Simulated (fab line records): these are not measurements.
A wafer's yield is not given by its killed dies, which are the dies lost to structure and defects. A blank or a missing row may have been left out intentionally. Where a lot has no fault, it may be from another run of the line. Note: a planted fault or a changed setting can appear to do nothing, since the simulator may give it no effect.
fab line records | flow n5Finfet
record: lots: 4 wafers: 12 lastDay: 18
route steps=1938 shown STI_FIN_REVEAL@209 DUMMY_GATE@212 SPACER0@261 SD_EPI_N@272 SD_EPI_P@329 SD_ACTIVATION@334 BEOL_M4@1111 PASSIVATION@1936
lots untouched by any fault: they come from a run of this same line in which no faults occurred
startH: hours from the record's first day to the start of the lot's first wafer shown | waitH: hours since the lot's step before | " repeats the value in the row above | L1.1+2: several wafers, shown together as one row | - no value present, or no start provided | * or withheld: withheld | < > ~ a bound
route shown NAME@n: NAME is a module with steps in the file, n the number in the route of the first one | usual: mean and standard deviation over wafers with no fault | same: alike in all rows | chamber/n: place in a boat | sites: each site's reading | _std_site: the standard deviation of these | _edge_site: inner sites' mean taken away from outer sites' mean | radiusMm: how far each site lies from the wafer's centre | mask NAME#n: copy n | behind: tool/chamber where the wafer was last shaped | hold: why the lot went on hold/how many hours it stayed there/how the hold came to an end | device: the n, p or np transistor that did not switch | end of line: tests of these same wafers at the route's end | for a step that has no rows: nothing shown but its recipe | killed: dies that structure and defects cost at the first sort, which is not the same as the wafer's yield | map: shows each die of a wafer: x if killed, . if not, _ if none is there
set.NAME: the setting as run; set.NAME@STEP: as run at that earlier step | model.NAME: the simulator's own value behind a step, which no gauge read
lots at selected steps of the route; one table per step, one row per wafer
services: the hour from which a tool's chamber was out of use, counted from the record's first day as startH (under 0 if before that day), plus the number of hours and why
== steps ==
step: N5_STI_FIN_REVEAL_PRECLEAN_18
recipe: chemistry: SC2 timeS: 45 tempC: 35 mix: 1:1:50
step: N5_STI_FIN_REVEAL_SRD_28
recipe: dry: ipaMarangoni timeS: 30 tempC: 23 rinseLiquid: diw
step: N5_DUMMY_GATE_PRECLEAN_00
recipe: chemistry: O3/DIW timeS: 60 tempC: 22 o3Ppm: 10
step: N5_DUMMY_GATE_SRD_01
recipe: timeS: 30 tempC: 23 rinseLiquid: diw dry: ipaMarangoni
step: N5_DUMMY_GATE_ALD_02
recipe: material: SiO2 targetThkA: 20 tempC: 300 aldPrecursorFamily: BDEAS aldCoReactant: O2-plasma pulseTimeS: 1 pressureTorr: 2
step: N5_DUMMY_GATE_CVD_03
recipe: material: a-Si targetThkA: 1500 tempC: 530 precursor: SiH4 timeS: 8042
step: N5_DUMMY_GATE_PRECLEAN_46
recipe: chemistry: DIW timeS: 89.5 tempC: 23
step: N5_DUMMY_GATE_SRD_47
recipe: dryTimeS: 32 dry: n2Spin spinRpm: 1500
step: N5_DUMMY_GATE_CMP_04
recipe: material: a-Si postCmpClean: alkalineBrush
step: N5_DUMMY_GATE_HM_DEP_06
recipe: material: SiNx targetThkA: 800 precursor: DCS/NH3 tempC: 700 pressureMtorr: 300 timeS: 5141
usual: spikeTcCentreC: 700.8/1.3
columns lot.wafer tool chamber startH waitH spikeTcCentreC
L830.3 lpcvd-01 1/25 71.04 0.0 699.7
L830.5 " 1/34 " " 699.7
L830.6 " 1/39 " " 699.7
L844.1 lpcvd-01 1/40 151.25 0.0 700.2
L844.4 " 1/54 " " 700.2
L844.5 " 1/59 " " 700.2
L845.3 lpcvd-01 1/75 156.74 0.0 699.2
L845.4 " 1/79 " " 699.2
L845.6 " 1/89 " " 699.2
L849.1 lpcvd-02 1/65 203.73 1.6 702.1
L849.2 " 1/70 " " 702.1
L849.6 " 1/89 " " 702.1
step: N5_DUMMY_GATE_PECVD_30
recipe: material: SiO2 targetThkA: 550 tempC: 400 precursor: TEOS/O2 pressureTorr: 6.5 rfW: withheld teosFlowSccm: withheld gas: O2 flowSccm: 2650 timeS: 10.8
step: N5_DUMMY_GATE_COAT_34
recipe: resist: SOC tempC: 250 timeS: 60 spinRpm: 1500 resistThkNm: 60
step: N5_DUMMY_GATE_COAT_35
recipe: resist: SiARC tempC: 220 timeS: 60 spinRpm: 1500 resistThkNm: 10
step: N5_DUMMY_GATE_COAT_28
recipe: resist: underlayer tempC: 205 timeS: 60 spinRpm: 1500 resistThkNm: 10
step: N5_DUMMY_GATE_COAT_09
recipe: resist: CAR-EUV spinRpm: 1500 resistThkNm: 30
step: N5_DUMMY_GATE_EBR_11
recipe: solvent: PGMEA ebrWidthMm: 1.5
step: N5_DUMMY_GATE_SOFTBAKE_10
recipe: tempC: 110 timeS: 60 resist: CAR-EUV
step: N5_DUMMY_GATE_EXPOSE_12
recipe: maskId: GATE na: 0.33 sourceShape: annular sigmaInner: 0.2 sigmaOuter: 0.6 polarization: unpolarized targetCdNm: 25 doseMj: 34
step: N5_DUMMY_GATE_PEB_13
recipe: pebTempC: 100 pebTimeS: 60 resist: CAR-EUV
step: N5_DUMMY_GATE_DEVELOP_14
recipe: developTimeS: 30 developer: TMAH resist: CAR-EUV rinseLiquid: surfactantRinse dry: airSpin devTempC: 23
step: N5_DUMMY_GATE_INSPECT_17
recipe: mode: adi inspectInstrument: brightfield
usual: rawDefectCount: 216/64
columns lot.wafer tool chamber startH waitH rawDefectCount
L830.3 defectInspect-02 - 77.39 0.0 277
L830.5 " - " " 205
L830.6 " - " " 209
L844.1 defectInspect-01 - 155.74 0.1 572
L844.4 " - " " 537
L844.5 " - " " 560
L845.3 defectInspect-02 - 161.11 0.0 864
L845.4 " - " " 655
L845.6 " - " " 800
L849.1 defectInspect-01 - 208.11 0.1 171
L849.2 " - " " 172
L849.6 " - " " 201
step: N5_DUMMY_GATE_DESCUM_20
recipe: chemistry: O2 timeS: 6.2 sourcePowerW: 50 biasPowerW: 20 pressureMtorr: 20 rfFrequencyHz: 2.712e+07 tempC: 40 resist: CAR-EUV o2FlowSccm: 225
step: N5_DUMMY_GATE_ETCH_29
recipe: chemistry: N2/H2 target: underlayer targetDepthA: 130 ionEnergyEv: 200 pressureMtorr: 30 sourceW: 840 biasW: 150 n2FlowSccm: 200 h2FlowSccm: 200
step: N5_DUMMY_GATE_ETCH_36
recipe: chemistry: CF4 target: SiARC targetDepthA: 130 pressureMtorr: 40 sourceW: 545 biasW: 36 Ar_flow_sccm: 100 cf4FlowSccm: 100 ionEnergyEv: 80
step: N5_DUMMY_GATE_ETCH_37
recipe: chemistry: N2/H2 target: SOC targetDepthA: 600 overetchA: 300 tempC: 40 ionEnergyEv: 200 pressureMtorr: 30 sourceW: 840 biasW: 150 n2FlowSccm: 200 h2FlowSccm: 200
step: N5_DUMMY_GATE_STRIP_38
recipe: chemistry: N2/H2 tempC: 40 n2FlowSccm: 200 h2FlowSccm: 200 rfFrequencyHz: 6e+07
step: N5_DUMMY_GATE_STRIP_39
recipe: chemistry: N2/H2 tempC: 40 n2FlowSccm: 200 h2FlowSccm: 200 rfFrequencyHz: 6e+07
step: N5_DUMMY_GATE_TRIM_49
recipe: chemistry: O2 resist: SOC timeS: 29 targetCdNm: 14 sourcePowerW: 300 biasPowerW: 0 O2_flow_sccm: 100 tempC: 20
step: N5_DUMMY_GATE_STRIP_40
recipe: chemistry: CF4 resist: SiARC powerW: 300 biasPowerW: 75 pressureMtorr: 50 cf4FlowSccm: 150 rfFrequencyHz: 6e+07
step: N5_DUMMY_GATE_ETCH_31
recipe: chemistry: C4F6/O2 target: SiO2 maskMaterial: SOC targetDepthA: 825 timeS: 27.5 ionEnergyEv: 250 pressureMtorr: 30 sourceW: 345 biasW: 185 Ar_flow_sccm: 300 C4F6_flow_sccm: 10 O2_flow_sccm: 10
step: N5_DUMMY_GATE_STRIP_41
recipe: chemistry: O2 powerW: 400 tempC: 40 pressureMtorr: 30 rfFrequencyHz: 6e+07 biasPowerW: 0 overashFraction: 0.3 o2FlowSccm: 225
step: N5_DUMMY_GATE_HM_OPEN_21
recipe: chemistry: CH3F/O2 target: SiNx targetDepthA: 1200 Ar_flow_sccm: 150 CH3F_flow_sccm: 30 O2_flow_sccm: 23 timeS: 171.4 pressureMtorr: 30 sourceW: 395 biasW: 73 ionEnergyEv: 120.7
step: N5_DUMMY_GATE_ETCH_32
recipe: chemistry: CF4 target: SiO2 targetDepthA: 35 timeS: 3.9 ionEnergyEv: 350 pressureMtorr: 10 icpW: 800 biasW: 400 cf4FlowSccm: 80
step: N5_DUMMY_GATE_ETCH_23
recipe: chemistry: HBr/Cl2/O2 HBr_flow_sccm: 150 Cl2_flow_sccm: 80 O2_flow_sccm: 12 biasW: 102 targetDepthA: 410 timeS: 22.3 target: poly-Si maskMaterial: SiO2 pressureMtorr: 10 icpW: 800
step: N5_DUMMY_GATE_ETCH_44
recipe: chemistry: HBr/O2 overEtchFrac: 0.7 targetDepthA: 1275 stopOn: SiO2 ionEnergyEv: 60 biasW: 20 target: poly-Si maskMaterial: SiO2 pressureMtorr: 20 icpW: 400 HBr_flow_sccm: 120 O2_flow_sccm: 10
step: N5_DUMMY_GATE_INSPECT_27
recipe: inspectInstrument: brightfield mode: aei
usual: rawDefectCount: 326/97
columns lot.wafer tool chamber startH waitH rawDefectCount
L830.3 defectInspect-01 - 78.67 0.0 344
L830.5 " - " " 268
L830.6 " - " " 276
L844.1 defectInspect-01 - 157.14 0.0 729
L844.4 " - " " 605
L844.5 " - " " 708
L845.3 defectInspect-02 - 162.52 0.0 1084
L845.4 " - " " 747
L845.6 " - " " 1005
L849.1 defectInspect-01 - 209.47 0.0 235
L849.2 " - " " 258
L849.6 " - " " 290
step: N5_SPACER0_INSPECT_04
recipe: inspectInstrument: darkfield mode: postDep
usual: rawDefectCount: 149/39
columns lot.wafer tool chamber startH waitH rawDefectCount
L830.3 defectInspect-02 - 79.32 0.1 186
L830.5 " - " " 236
L830.6 " - " " 187
L844.1 defectInspect-02 - 157.75 0.1 480
L844.4 " - " " 516
L844.5 " - " " 490
L845.3 defectInspect-02 - 163.13 0.1 648
L845.4 " - " " 578
L845.6 " - " " 629
L849.1 defectInspect-02 - 210.86 0.1 103
L849.2 " - " " 119
L849.6 " - " " 177
step: N5_SD_EPI_N_INSPECT_11
recipe: mode: adi inspectInstrument: macro
usual: rawDefectCount: 2.2/1.5
columns lot.wafer tool chamber startH waitH rawDefectCount
L830.3 defectInspect-01 - 79.77 0.0 2
L830.5 " - " " 3
L830.6 " - " " 3
L844.1 defectInspect-01 - 158.20 0.0 >300
L844.4 " - " " >300
L844.5 " - " " >300
L845.3 defectInspect-02 - 163.45 0.0 >300
L845.4 " - " " >300
L845.6 " - " " >300
L849.1 defectInspect-02 - 211.19 0.0 3
L849.2 " - " " 3
L849.6 " - " " 5
step: N5_SD_EPI_N_INSPECT_26
recipe: inspectInstrument: darkfield mode: postEpi
usual: rawDefectCount: 221/44
columns lot.wafer tool chamber startH waitH rawDefectCount
L830.3 defectInspect-02 - 84.71 0.1 252
L830.5 " - " " 287
L830.6 " - " " 309
L844.1 defectInspect-02 - 162.36 0.1 544
L844.4 " - " " 588
L844.5 " - " " 652
L845.3 defectInspect-02 - 167.55 0.1 703
L845.4 " - " " 674
L845.6 " - " " 692
L849.1 defectInspect-01 - 215.91 0.1 160
L849.2 " - " " 176
L849.6 " - " " 199
step: N5_SD_EPI_P_INSPECT_26
recipe: inspectInstrument: darkfield mode: postEpi
usual: rawDefectCount: 196/38
columns lot.wafer tool chamber startH waitH rawDefectCount
L830.3 defectInspect-01 - 89.63 0.0 246
L830.5 " - " " 146
L830.6 " - " " 218
L844.1 defectInspect-02 - 166.57 0.0 551
L844.4 " - " " 565
L844.5 " - " " 606
L845.3 defectInspect-01 - 171.68 0.0 675
L845.4 " - " " 580
L845.6 " - " " 641
L849.1 defectInspect-02 - 220.83 0.0 166
L849.2 " - " " 202
L849.6 " - " " 201
step: N5_SD_ACTIVATION_INSPECT_02
recipe: inspectInstrument: darkfield mode: postAnneal
usual: rawDefectCount: 196/39
columns lot.wafer tool chamber startH waitH rawDefectCount
L830.3 defectInspect-01 - 90.42 0.1 252
L830.5 " - " " 142
L830.6 " - " " 236
L844.1 defectInspect-02 - 167.33 0.2 551
L844.4 " - " " 569
L844.5 " - " " 603
L845.3 defectInspect-02 - 172.49 0.1 670
L845.4 " - " " 576
L845.6 " - " " 673
L849.1 defectInspect-02 - 221.65 0.2 151
L849.2 " - " " 197
L849.6 " - " " 208
step: N5_BEOL_M4_RC_MEAS_101
usual: DIBL_N: 36.2/1.5 DIBL_P: 36.4/2.1 IOFF_N: 0.16/0.031 IOFF_P: 0.21/0.037 ION_N: 679/11 ION_P: 465/7.7 SS_N: 71.4/0.55 SS_P: 73.2/0.63 VT_N: 249/3.3 VT_P: -250/3.4
columns lot.wafer tool chamber startH waitH DIBL_N[mV/V] DIBL_P[mV/V] IOFF_N[nA/um] IOFF_P[nA/um] ION_N[uA/um] ION_P[uA/um] SS_N[mV/dec] SS_P[mV/dec] VT_N[mV] VT_P[mV]
L830.3 prober-01 0 194.38 0.3 34.3 33.6 0.15 0.21 678 467 70.9 73.4 250 -246
L830.5 " 0 " " 37.0 36.4 0.20 0.26 691 475 71.7 73.5 245 -244
L830.6 " 0 " " 35.7 35.1 0.17 0.23 691 470 71.2 73.9 248 -247
L844.1 prober-01 0 281.94 0.0 37.9 38.6 0.17 0.20 679 454 71.6 73.1 248 -253
L844.4 " 0 " " 36.4 36.6 0.13 0.17 670 459 71.3 72.7 250 -254
L844.5 " 0 " " 37.8 38.5 0.16 0.20 670 461 71.0 72.8 251 -253
L845.3 prober-02 0 283.03 0.3 36.0 35.8 0.16 0.21 680 463 71.3 73.3 248 -248
L845.4 " 0 " " 33.7 32.8 0.12 0.17 654 457 70.9 72.8 253 -250
L845.6 " 0 " " 35.7 36.9 0.16 0.24 673 464 71.1 73.3 249 -249
L849.1 prober-02 0 316.20 0.2 38.6 38.5 0.22 0.25 689 462 71.9 74.4 245 -247
L849.2 " 0 " " 39.5 39.8 0.25 0.30 704 477 72.4 74.3 242 -244
L849.6 " 0 " " 34.8 35.7 0.16 0.21 691 468 70.5 73.9 249 -249
step: N5_PASSIVATION_PROBE_49
usual: defectLimitedYield: 91.3/1.3 killed_at_M0_to_M3: 36/12 killed_at_M4_up: 13/4.6 killedAtContacts: 13/5.4 killedAtFrontEnd: 37/10 killedAtOther: 3.6/2.9 killedDies: 102/15 killedOpen: 67/12 killedShort: 33/7.5 sort_bin_5_function: 5.1/0.93 sort_bin_6_memory: 3.2/0.62 sort_bin_8_speed: 0.00/0.01 sortNPass: 1078/15 sortYieldPct: 91.3/1.3
same: grossDies: 1180 killedAtBackSide: 0 sort_bin_4_leakage[%]: 0
columns lot.wafer tool chamber startH waitH defectLimitedYield[%] killed_at_M0_to_M3 killed_at_M4_up killedAtContacts killedAtFrontEnd killedAtOther killedDies killedOpen killedShort sort_bin_5_function[%] sort_bin_6_memory[%] sort_bin_8_speed[%] sortNPass sortYieldPct[%]
L830.3 prober-02 - 302.97 0.1 91.5 30 14 15 39 2 100 59 40 4.6 3.6 0 1080 91.5
L830.5 prober-02 - 303.07 0.2 91.7 28 15 9 33 13 98 64 31 6.0 1.9 0 1082 91.7
L830.6 prober-02 - 303.12 0.3 92.1 32 9 3 45 4 93 57 34 4.0 3.7 0 1087 92.1
L844.1 prober-02 - 383.29 0.0 83.0 32 18 4 140 7 201 63 30 10.3 5.4 0 979 83.0
L844.4 prober-02 - 383.44 0.2 84.3 29 13 4 132 7 185 54 31 9.7 4.2 0 995 84.3
L844.5 prober-02 - 383.49 0.2 81.1 47 14 5 147 10 223 78 41 12.4 4.9 0 957 81.1
L845.3 prober-02 - 395.16 0.1 86.1 23 6 7 124 4 164 40 28 8.5 3.1 0 1016 86.1
L845.4 prober-02 - 395.21 0.2 83.0 55 8 7 129 2 201 55 28 9.6 4.7 0 979 83.0
L845.6 prober-02 - 395.31 0.3 83.8 33 11 9 130 8 191 56 30 10.3 3.9 0 989 83.8
killed by level:class
L830.3 MOL_CONTACT_COAG:geometricParticle:open=14 FIN_SAQP:geometricParticle:short=11 BEOL_M0:geometricParticle:open=8 STI_FIN_REVEAL:geometricParticle:open=6 BEOL_M0_SAQP:geometricParticle:open=5 GATE_CUT:geometricParticle:open=5 GATE_CUT:geometricParticle:short=5 BEOL_M2:geometricParticle:open=5
L830.5 FIN_SAQP:geometricParticle:open=12 MOL_CONTACT_COAG:geometricParticle:open=8 BEOL_M3:geometricParticle:short=6 BEOL_M2:geometricParticle:open=5 BEOL_M0_SAQP:geometricParticle:open=4 BEOL_M0_SAQP:geometricParticle:short=4 BEOL_M4:geometricParticle:open=4 BEOL_M8:geometricParticle:open=4
L830.6 STI_FIN_REVEAL:geometricParticle:open=16 BEOL_M1:geometricParticle:open=8 STI_FIN_REVEAL:geometricParticle:short=6 FIN_SAQP:geometricParticle:short=5 BEOL_M2:geometricParticle:open=5 STARTING-WAFER:geometricParticle:open=5 FIN_SAQP:geometricParticle:open=4 BEOL_M0_SAQP:geometricParticle:open=4
L844.1 DUMMY_GATE:unspecified=108 BEOL_M4:geometricParticle:open=11 BEOL_M2:geometricParticle:open=10 FIN_SAQP:geometricParticle:open=8 BEOL_M0_SAQP:geometricParticle:open=8 STI_FIN_REVEAL:geometricParticle:open=6 BEOL_M0_SAQP:geometricParticle:short=6 FIN_SAQP:geometricParticle:short=5
L844.4 DUMMY_GATE:unspecified=100 BEOL_M2:geometricParticle:open=9 FIN_SAQP:geometricParticle:open=9 STI_FIN_REVEAL:geometricParticle:open=5 BEOL_M1:geometricParticle:open=5 MOL_CONTACT_COAG:geometricParticle:open=4 BEOL_M0_SAQP:geometricParticle:open=4 BEOL_M2:geometricParticle:short=4
L844.5 DUMMY_GATE:unspecified=104 BEOL_M0_SAQP:geometricParticle:short=13 BEOL_M3:geometricParticle:open=12 FIN_SAQP:geometricParticle:open=11 FIN_SAQP:geometricParticle:short=8 BEOL_M0_SAQP:geometricParticle:open=8 BEOL_M2:geometricParticle:open=8 BEOL_M4:geometricParticle:open=8
L845.3 DUMMY_GATE:unspecified=92 GATE_CUT:geometricParticle:short=7 BEOL_M0_SAQP:geometricParticle:open=7 BEOL_M0_SAQP:geometricParticle:short=7 MOL_CONTACT_COAG:geometricParticle:open=6 FIN_SAQP:geometricParticle:open=5 BEOL_M2:geometricParticle:open=4 STARTING-WAFER:geometricParticle:open=4
L845.4 DUMMY_GATE:unspecified=106 BEOL_M0_SAQP:geometricParticle:open=20 BEOL_M0_SAQP:geometricParticle:short=16 HKMG_FIN:areaEtch=12 BEOL_M3:geometricParticle:open=7 MOL_CONTACT_COAG:geometricParticle:open=6 BEOL_M1:geometricParticle:open=5 GATE_CUT:geometricParticle:short=3
L845.6 DUMMY_GATE:unspecified=105 BEOL_M0_SAQP:geometricParticle:short=11 BEOL_M1:geometricParticle:open=9 MOL_CONTACT_COAG:geometricParticle:open=7 BEOL_M4:geometricParticle:open=6 STI_FIN_REVEAL:geometricParticle:open=5 BEOL_M0_SAQP:geometricParticle:open=5 ILD0:geometricParticle:open=4
map L844.5 (x killed, . not)
_________________............________________
______________.......x..x...x..._____________
___________.......x................__________
__________x................x......x._________
________...................x........x._______
_______.....x......x...................______
______...xx..............xx............._____
_____x.x...x......x.............x.......x____
____.........x...............x..........x.___
___xxxxxx........x.x.........x...x.........__
___x.xxx.xx..x...x.....x.......x..........x__
__.xxxxxxxxx...xx........xx...............x._
__xxxxxxxxxxx....x.....x....x..............._
_.xxxxxxxxxxx...........xx.............x.....
_xx.xxxxxxxx.x.x..x.....x.....x........x...x.
_xxxxxxxxxxx..x......x...x...x...x........x..
_xxxxxxxxxxx.x...x........................xx.
_xxxxxxxxxxxx..x.............................
_xx.xxxxxx.x.....x.........xx.....x.x..x.....
_x...x..x.x..x..........x......x......xxx..x.
_....x.x............x........................
__..xx.......................x....x....x...x_
__.x..................x..............x.x...._
___...x.............x.......x..x........x..__
___..x..x........x.xx.....x..x.............__
____......x.........x.......x.x.....x.....___
_____..........x.x....x................x.____
______.......xx........................x_____
_______......x.x.......................______
________.x............................_______
__________........xx.xx............._________
___________........................__________
______________.......x........x._____________
_________________x.....x.....________________
map L845.4 (x killed, . not)
_________________.......x....________________
______________..........x......._____________
___________.......x...x............__________
__________...x....x....x............_________
________.x...x........................_______
_______x.....................x....x...x______
______....x...................x.......xx_____
_____..x...x.............................____
____x.xx.....x.........x...x..............___
___..xx.x...x...x..........................__
___.xxxx.x..........x....x.................__
__.xx.xxxxxx...x....x....x.................._
__xxxxxxxxxx............................x..._
_xxxxxxxxxxxxx...............................
_xxxxxxxxxxxxxx......................x.......
_xxxxxxxxxxxxxx..x.............x..x..x......x
_xxxxxxxxxxxx...........................x....
_.xxxxxxxxxxx.......x.............x.......xx.
_xx.xxxxxxx........x................x........
_..xxx.xx.x.........x.......x.......x......x.
_.x...xx.x..x.....x.........................x
__.............x.............x..x...x......._
__x.xx...................x.................._
___.................xx.......x.............__
___....x....x..............x...............__
____x.x.x.x...........x.......x....xx.....___
_____.....................x........x.....____
______.................................._____
_______x..................xx......x...x______
________..x.x............x............_______
__________...............x.......x.._________
___________........................__________
______________...........x......_____________
_________________..xx.x.x....________________
== services ==
columns tool chamber startH hours kind
lpcvd-01 - 189.03 0.4 repair
== key ==
firstSign: step: N5_DUMMY_GATE_INSPECT_17 reading: rawDefectCount direction: up sigmas: 7 usual: 216 struck: 665
effect: step: N5_DUMMY_GATE_INSPECT_27 reading: rawDefectCount direction: up sigmas: 5 usual: 326 struck: 813
effect: step: N5_SPACER0_INSPECT_04 reading: rawDefectCount direction: up sigmas: 10 usual: 149 struck: 557
effect: step: N5_SD_EPI_N_INSPECT_11 reading: rawDefectCount direction: up sigmas: 99+ usual: 2.2 struck: >300
effect: step: N5_SD_EPI_N_INSPECT_26 reading: rawDefectCount direction: up sigmas: 9.6 usual: 221 struck: 642
effect: step: N5_SD_EPI_P_INSPECT_26 reading: rawDefectCount direction: up sigmas: 11 usual: 196 struck: 603
effect: step: N5_SD_ACTIVATION_INSPECT_02 reading: rawDefectCount direction: up sigmas: 11 usual: 196 struck: 607
effect: step: N5_PASSIVATION_PROBE_49 reading: killedAtFrontEnd direction: up sigmas: 9.4 usual: 37 struck: 134
moreKillsBornAt: N5_DUMMY_GATE_HM_DEP_06@lpcvd-01: 615
metAt N5_DUMMY_GATE_HM_DEP_06
struckWafers L844.1,L844.4,L844.5,L845.3,L845.4,L845.6
baselineLoss: step: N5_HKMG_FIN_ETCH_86 wafers: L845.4
onsetBetween 71.04 151.25
fault: kind: chamberParticleSource tool: lpcvd-01 chamber: 1 onsetH: 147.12 steps: N5_DUMMY_GATE_HM_DEP_06 ratePerVisitCm2: 0.58849 endH: 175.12
baselineLoss: these wafers lose ten dies or more at that step, a loss of the line's own and not of a fault; the sort's usual values leave them out
